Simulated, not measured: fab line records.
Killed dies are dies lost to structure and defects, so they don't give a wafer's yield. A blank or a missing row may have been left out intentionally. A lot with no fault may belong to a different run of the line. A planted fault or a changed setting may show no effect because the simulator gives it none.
fab line records	flow n5Finfet
[record] lots = 3	wafers = 9	lastDay = 17
route steps=1938 shown BEOL_M5@1118 PASSIVATION@1936
lots with no fault: from the same line, run without faults
startH: hours from the record's opening day to when the first of the lot's shown wafers began	waitH: time in hours since the lot's previous step	" identical to the entry in the row above	L1.1+2: a row that stands for several wafers	- no value, or no start given	* or withheld: withheld	< > ~ a bound
route shown NAME@n: a module of which the file shows steps, and the number in the route of the first	usual: mean/standard deviation of fault-free wafers	same: alike in all rows	chamber/n: place in a boat	sites: per-site readings	_std_site: the standard deviation of these	_edge_site: the outer-site mean with the inner-site mean subtracted	radiusMm: for every site, how far away it sits from the centre of the wafer	mask NAME#n: copy n	behind: the most recent tool/chamber to have shaped the wafer	hold: why the lot was held/for how many hours/how that ended	device: names the non-switching transistor (n, p or np)	end of line: the same wafers' tests at the end of the route	where a step has no rows: the recipe by itself	killed: dies lost to structure and defects at the first sort, not the wafer's yield	map: a wafer's dies, marking killed ones x, the rest . and places with no die _
set.NAME: the setting the step ran with; set.NAME@STEP: the setting that earlier step ran with	model.NAME: the simulator's own value behind a step, which no gauge read
lots seen at some steps along the route; tables by step, rows by wafer
services: the hour from which a tool's chamber was out of use, counted from the record's first day as startH (under 0 if before that day), plus the number of hours and why
[[steps]]
[step N5_BEOL_M5_COAT_60]
[recipe] resist = SiARC	tempC = 220	timeS = 60	spinRpm = 1500	resistThkNm = 12
[step N5_BEOL_M5_COAT_71]
[recipe] resist = underlayer	tempC = 205	timeS = 60	spinRpm = 1500	resistThkNm = 5
[step N5_BEOL_M5_COAT_05]
[recipe] resist = CAR-EUV	spinRpm = 1500	resistThkNm = 30
[step N5_BEOL_M5_EBR_07]
[recipe] solvent = PGMEA	ebrWidthMm = 1.5
[step N5_BEOL_M5_SOFTBAKE_06]
[recipe] tempC = 110	timeS = 60	resist = CAR-EUV
[step N5_BEOL_M5_EXPOSE_08]
[recipe] maskId = M5	na = 0.33	sourceShape = annular	sigmaInner = 0.4	sigmaOuter = 0.8	polarization = unpolarized	targetCdNm = 28	doseMj = 35.75
[step N5_BEOL_M5_PEB_09]
[recipe] pebTempC = 100	pebTimeS = 60	resist = CAR-EUV
[step N5_BEOL_M5_DEVELOP_10]
[recipe] developTimeS = 30	developer = TMAH	resist = CAR-EUV	rinseLiquid = surfactantRinse	dry = airSpin	devTempC = 23
[step N5_BEOL_M5_DESCUM_16]
[recipe] chemistry = O2	timeS = 7	sourcePowerW = 50	biasPowerW = 20	pressureMtorr = 20	rfFrequencyHz = 2.712e+07	tempC = 40	resist = CAR-EUV	o2FlowSccm = 225
[step N5_BEOL_M5_ETCH_72]
[recipe] chemistry = N2/H2	target = underlayer	targetDepthA = 65	maskMaterial = CAR-EUV	timeS = 5.2	ionEnergyEv = 200	pressureMtorr = 30	sourceW = 840	biasW = 150	n2FlowSccm = 200	h2FlowSccm = 200	ends = cleared
[usual] drypumpMotorCurrentA = 5.54/0.25	etchRfOnTimeS = 5.18/0.12	oesProductAu = 0.67/0.077	rfVppV = 524.0/2.6	showerheadPlenumPTorr = 2.55/0.08	throttleValvePct = 17.79/0.26
lot.wafer	tool	chamber	startH	waitH	drypumpMotorCurrentA	etchRfOnTimeS	oesProductAu	rfHoursCounterH	rfVppV	showerheadPlenumPTorr	throttleValvePct
L830.3	rieDiel-02	1	214.27	0.0	5.66	4.99	0.71	73	522.4	2.47	17.84
L830.4	"	0	"	"	5.11	5.18	0.58	245	526.9	2.61	18.09
L830.5	"	1	"	"	5.65	5.02	0.71	-	520.1	2.47	17.86
L837.2	rieDiel-02	0	252.65	0.0	5.11	5.00	0.82	1	526.1	2.61	17.65
L837.5	"	0	"	"	5.11	5.07	0.83	-	526.3	2.61	17.63
L837.6	"	1	"	"	5.65	4.98	0.70	-	520.7	2.47	17.85
L842.3	rieDiel-06	2	304.82	0.0	5.42	5.13	0.60	218	525.8	2.63	17.94
L842.4	"	3	"	"	5.89	5.12	0.70	106	527.9	2.66	17.45
L842.5	"	2	"	"	5.48	5.11	0.60	-	528.2	2.63	17.94
[step N5_BEOL_M5_ETCH_61]
[recipe] chemistry = CF4	target = SiARC	targetDepthA = 156	maskMaterial = CAR-EUV	timeS = 26	ionEnergyEv = 80	pressureMtorr = 40	sourceW = 545	biasW = 36	Ar_flow_sccm = 100	cf4FlowSccm = 100	ends = cleared
[step N5_BEOL_M5_ETCH_62]
[recipe] chemistry = N2/H2	target = SOC	targetDepthA = 750	overetchA = 150	maskMaterial = SiARC	tempC = 40	timeS = 112.5	ionEnergyEv = 200	pressureMtorr = 30	sourceW = 840	biasW = 150	n2FlowSccm = 200	h2FlowSccm = 200
[step N5_BEOL_M5_STRIP_63]
[recipe] chemistry = N2/H2	tempC = 40	n2FlowSccm = 200	h2FlowSccm = 200	rfFrequencyHz = 6e+07
[step N5_BEOL_M5_STRIP_73]
[recipe] chemistry = N2/H2	tempC = 40	n2FlowSccm = 200	h2FlowSccm = 200	rfFrequencyHz = 6e+07
[step N5_BEOL_M5_STRIP_64]
[recipe] chemistry = CF4	resist = SiARC	powerW = 300	biasPowerW = 75	pressureMtorr = 50	cf4FlowSccm = 150	rfFrequencyHz = 6e+07
[step N5_BEOL_M5_HM_OPEN_17]
[recipe] chemistry = Cl2/BCl3	targetDepthA = 200	overetchA = 60	target = TiN	maskMaterial = SOC	ionEnergyEv = 150	pressureMtorr = 10	icpW = 1000	biasW = 126	Cl2_flow_sccm = 53.25	bcl3FlowSccm = 21.75	Ar_flow_sccm = 25
[step N5_BEOL_M5_STRIP_19]
[recipe] chemistry = O2	powerW = 400	tempC = 40	pressureMtorr = 30	rfFrequencyHz = 6e+07	biasPowerW = 0	overashFraction = 0.2	o2FlowSccm = 225
[step N5_BEOL_M5_COAT_65]
[recipe] resist = SOC	tempC = 250	timeS = 60	spinRpm = 1500	resistThkNm = 60
[step N5_BEOL_M5_COAT_66]
[recipe] resist = SiARC	tempC = 220	timeS = 60	spinRpm = 1500	resistThkNm = 12
[step N5_BEOL_M5_COAT_74]
[recipe] resist = underlayer	tempC = 205	timeS = 60	spinRpm = 1500	resistThkNm = 5
[step N5_BEOL_M5_COAT_22]
[recipe] resist = CAR-EUV	spinRpm = 1500	resistThkNm = 30
[step N5_BEOL_M5_EBR_24]
[recipe] solvent = PGMEA	ebrWidthMm = 1.5
[step N5_BEOL_M5_SOFTBAKE_23]
[recipe] tempC = 110	timeS = 60	resist = CAR-EUV
[step N5_BEOL_M5_EXPOSE_25]
[recipe] maskId = V4	na = 0.33	sourceShape = quasar	sigmaInner = 0.2	sigmaOuter = 0.6	polarization = unpolarized	defocusNm = 10	doseMj = 52.75
[step N5_BEOL_M5_PEB_26]
[recipe] pebTempC = 100	pebTimeS = 60	resist = CAR-EUV
[step N5_BEOL_M5_DEVELOP_27]
[recipe] developTimeS = 30	developer = TMAH	resist = CAR-EUV	rinseLiquid = surfactantRinse	dry = airSpin	devTempC = 23
[step N5_BEOL_M5_DESCUM_33]
[recipe] chemistry = O2	timeS = 7	sourcePowerW = 50	biasPowerW = 20	pressureMtorr = 20	rfFrequencyHz = 2.712e+07	tempC = 40	resist = CAR-EUV	o2FlowSccm = 225
[step N5_BEOL_M5_ETCH_75]
[recipe] chemistry = N2/H2	target = underlayer	targetDepthA = 65	maskMaterial = CAR-EUV	timeS = 5.2	ionEnergyEv = 200	pressureMtorr = 30	sourceW = 840	biasW = 150	n2FlowSccm = 200	h2FlowSccm = 200	ends = cleared
[step N5_BEOL_M5_ETCH_67]
[recipe] chemistry = CF4	target = SiARC	targetDepthA = 156	maskMaterial = CAR-EUV	timeS = 26	ionEnergyEv = 80	pressureMtorr = 40	sourceW = 545	biasW = 36	Ar_flow_sccm = 100	cf4FlowSccm = 100	ends = cleared
[step N5_BEOL_M5_ETCH_68]
[recipe] chemistry = N2/H2	target = SOC	targetDepthA = 800	overetchA = 160	maskMaterial = SiARC	tempC = 40	timeS = 120	ionEnergyEv = 200	pressureMtorr = 30	sourceW = 840	biasW = 150	n2FlowSccm = 200	h2FlowSccm = 200
[step N5_BEOL_M5_STRIP_69]
[recipe] chemistry = N2/H2	tempC = 40	n2FlowSccm = 200	h2FlowSccm = 200	rfFrequencyHz = 6e+07
[step N5_BEOL_M5_STRIP_76]
[recipe] chemistry = N2/H2	tempC = 40	n2FlowSccm = 200	h2FlowSccm = 200	rfFrequencyHz = 6e+07
[step N5_BEOL_M5_VIA_ETCH_34]
[recipe] chemistry = C4F6/O2	target = SiCOH_lowk	targetDepthA = 883	maskMaterial = SOC	taperDeg = 4	timeS = 39.2	ionEnergyEv = 250	pressureMtorr = 30	sourceW = 345	biasW = 185	Ar_flow_sccm = 300	C4F6_flow_sccm = 10	O2_flow_sccm = 10
[step N5_BEOL_M5_STRIP_85]
[recipe] chemistry = C4F6/O2	resist = SiARC	rfFrequencyHz = 6e+07
[step N5_BEOL_M5_STRIP_36]
[recipe] chemistry = N2/H2	powerW = 450	tempC = 40	pressureMtorr = 20	rfFrequencyHz = 6e+07	overashFraction = 0.3	biasPowerW = 7	h2Frac = 0.5	n2FlowSccm = 200	h2FlowSccm = 200
[step N5_PASSIVATION_PROBE_49]
[usual] defectLimitedYield = 91.1/1.4	killed_at_M0_to_M3 = 34/11	killed_at_M4_up = 14/5.7	killedAtContacts = 14/6.9	killedAtFrontEnd = 40/11	killedAtOther = 4/3.1	killedDies = 105/17	killedOnRim = 14/4.1	killedOpen = 70/13	killedShort = 34/7.6	sort_bin_5_function = 5.3/0.95	sort_bin_6_memory = 3.3/0.64	sort_bin_8_speed = 0.00/0.029	sortNPass = 1075/17	sortYieldPct = 91.1/1.4
[same] grossDies = 1180	killedAtBackSide = 0	sort_bin_4_leakage[%] = 0
lot.wafer	tool	chamber	startH	waitH	defectLimitedYield[%]	killed_at_M0_to_M3	killed_at_M4_up	killedAtContacts	killedAtFrontEnd	killedAtOther	killedDies	killedOnRim	killedOpen	killedShort	sort_bin_5_function[%]	sort_bin_6_memory[%]	sort_bin_8_speed[%]	sortNPass	sortYieldPct[%]
L837.2	prober-01	-	358.88	0.1	86.3	35	77	11	38	1	162	27	78	30	8.2	4.2	0	1018	86.3
L837.5	prober-01	-	359.03	0.2	88.8	29	79	3	19	2	132	23	53	14	8.1	2.5	0	1048	88.8
L837.6	prober-01	-	359.08	0.3	86.3	23	90	8	40	1	162	26	59	28	8.3	4.4	0	1018	86.3
// killed by level:class
L837.2 BEOL_M5:unspecified=51 BEOL_M4:geometricParticle:open=13 FIN_SAQP:geometricParticle:open=11 MOL_CONTACT_COAG:geometricParticle:open=11 FIN_SAQP:geometricParticle:short=10 BEOL_M3:geometricParticle:open=9 BEOL_M2:geometricParticle:open=7 BEOL_M0_SAQP:geometricParticle:open=5
L837.5 BEOL_M5:unspecified=65 BEOL_M1:geometricParticle:open=11 BEOL_M4:geometricParticle:open=11 BEOL_M2:geometricParticle:open=6 STI_FIN_REVEAL:geometricParticle:open=4 BEOL_M0_SAQP:geometricParticle:open=4 BEOL_M3:geometricParticle:open=4 MOL_CONTACT_COAG:geometricParticle:open=3
L837.6 BEOL_M5:unspecified=75 BEOL_M4:geometricParticle:open=12 BEOL_M2:geometricParticle:open=10 FIN_SAQP:geometricParticle:open=8 FIN_SAQP:geometricParticle:short=7 MOL_CONTACT_COAG:geometricParticle:open=7 GATE_CUT:geometricParticle:short=6 STI_FIN_REVEAL:geometricParticle:open=5
// map L837.2 (x killed, . not)
_________________.......x..x.________________
______________.x................_____________
___________...........x.x.......x..__________
__________...x..................x..._________
________...x.........................._______
_______.......................x........______
______......x..........x..........x....._____
_____..x......x............x.x....xx.....____
____..x........x...................x......___
___.................x.x....................__
___..........x....x.x...xx......x..........__
__.....xx...x................x.x............_
__x.......................x........xx.....xx_
_.............x.x..x...................x.....
_............................................
_....x..........x....x.x.........x..xx.......
_....................x....................x..
_...x........x......................x...x....
_x..x..x..........x...x.............x.......x
_........x.x..........x..........x........x..
_.........x..........x.......................
__....................x..............x......_
__...x....x............xx..........x........_
___..x.....x....x............x.............__
___....xx.....x...x..x.......x.......x.x...__
____x.x.x...x...........x.................___
_____..xxxxxxxxx.............x..x..x..x..____
______.xxxxxxxx......x.................._____
_______xxxxxxxx.x.x........x...xx......______
________xxxxxxxxxx.....x..x....x....xx_______
__________xxxxxx...................._________
___________xxxx.x..................__________
______________xx.......x.......x_____________
_________________x...........________________
// map L830.3 (x killed, . not)
_________________x........xx.________________
______________.................._____________
___________x..............xxx..x...__________
__________.....x..x................._________
________.x..x........x.............x.._______
_______...............x.............x..______
______x......xx...x.x.............x.x..._____
_____x..x.............x......x..x........____
____x.....................................___
___...xxx..................................__
___.x.............x.x.........x.......xx...__
__.x................x...x..............x...._
__x....x......x.....xx.....x.....x.........._
_...x.....x............x..x.x................
_x.......................x.x........x.x....x.
_........x...x..x.x...x......................
_....xx...............x....x...x.............
_.........xxx...........................x....
_....x..x.............x.............x.x......
_x...........x.........x...............x..x..
_..x.........................x...x...........
__............x.......x....................._
__........xx.......xx....x.............x.x.._
___.............x..........................__
___.x..x..x..........x....x................__
____.......x....x.x.....xx....x.x.x.......___
_____...................................x____
______.x....................x......x...._____
_______x..............x......xxx.x.....______
________......x........x.......x......_______
__________...........x.............._________
___________.....x..x......x.....x..__________
______________...x........x....._____________
_________________....x.......________________
[[services]]
tool	chamber	startH	hours	kind
rieDiel-02	0	233.89	-	clean
rieDiel-02	0	233.89	-	consumableReplace:focusRing
rieDiel-02	0	233.89	14.9	scheduledDown
rieDiel-02	0	233.89	14.9	ventCycle
rieDiel-02	1	243.32	8.0	repair
rieDiel-06	0	260.74	-	clean
rieDiel-06	0	260.74	-	consumableReplace:focusRing
rieDiel-06	0	260.74	22.9	scheduledDown
rieDiel-06	0	260.74	22.9	ventCycle
[[key]]
[firstSign] step = N5_PASSIVATION_PROBE_49	reading = killed_at_M4_up	direction = up	sigmas = 12	usual = 14	struck = 82
[effect] step = N5_PASSIVATION_PROBE_49	reading = killedDies	direction = up	sigmas = 2.8	usual = 105	struck = 152
[moreKillsBornAt] N5_BEOL_M5_ETCH_72@rieDiel-02 = 191
metAt N5_BEOL_M5_ETCH_72
struckWafers L837.2,L837.5,L837.6
onsetBetween 214.27 252.65
[fault] kind = chamberParticleSource	tool = rieDiel-02	chamber = -	onsetH = 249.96	steps = N5_BEOL_M5_ETCH_72	ratePerVisitCm2 = 0.40047	endH = 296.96
